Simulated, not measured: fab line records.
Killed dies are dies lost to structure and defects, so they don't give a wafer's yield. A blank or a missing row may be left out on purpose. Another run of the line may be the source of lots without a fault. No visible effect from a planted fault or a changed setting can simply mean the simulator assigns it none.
Chamber matching ; flow nand_harc ; rie_diel-08 running NHARC_A_STAIRCASE_ETCH_313: 4 sister chambers
The step etches the open film in CF4/CHF3. 7 wafers are shown with their chamber, then 8 later ones without.

## WAFERS, EACH WITH ITS CHAMBER
wafer;chamber;showerhead_plenum_p_Torr (Torr);rf_vpp_V (V)
L084.3;2;1.57;371.7
L084.6;3;1.48;368.1
L088.2;0;1.67;373.8
L092.1;2;1.56;369.9
L092.3;1;1.70;375.4
L092.5;1;1.70;374.3
L095.1;3;1.48;368.7

## WAFERS WHOSE CHAMBER IS MISSING
wafer;showerhead_plenum_p_Torr (Torr);rf_vpp_V (V)
L095.3;1.70;373.0
L095.4;1.56;371.2
L096.2;1.56;371.9
L096.4;1.70;373.5
L096.6;1.47;367.2
L097.1;1.47;367.6
L097.3;1.70;374.5
L097.4;1.56;369.3

## EACH ONE'S CHAMBER
wafer;from the rows above;in truth
L095.3;1;1
L095.4;2;2
L096.2;2;2
L096.4;1;1
L096.6;3;3
L097.1;3;3
L097.3;1;1
L097.4;2;2
8 of 8 placed correctly. Can't be placed from these rows: 0. 0 placed wrongly.
How it was worked out, from the rows above alone: a wafer's distance from a chamber is the root of the sum, over the readings, of the square of ((its reading less the chamber's mean) divided by the reading's scatter). If the next closest chamber is less than 2 further off than the closest, the wafer can't be placed; otherwise it belongs to the closest. A chamber's mean is the mean of its shown wafers. How the scatter is found: for the shown wafers, subtract from each reading the mean of its chamber, square and add these, divide the total by (wafers less chambers), then take the root.
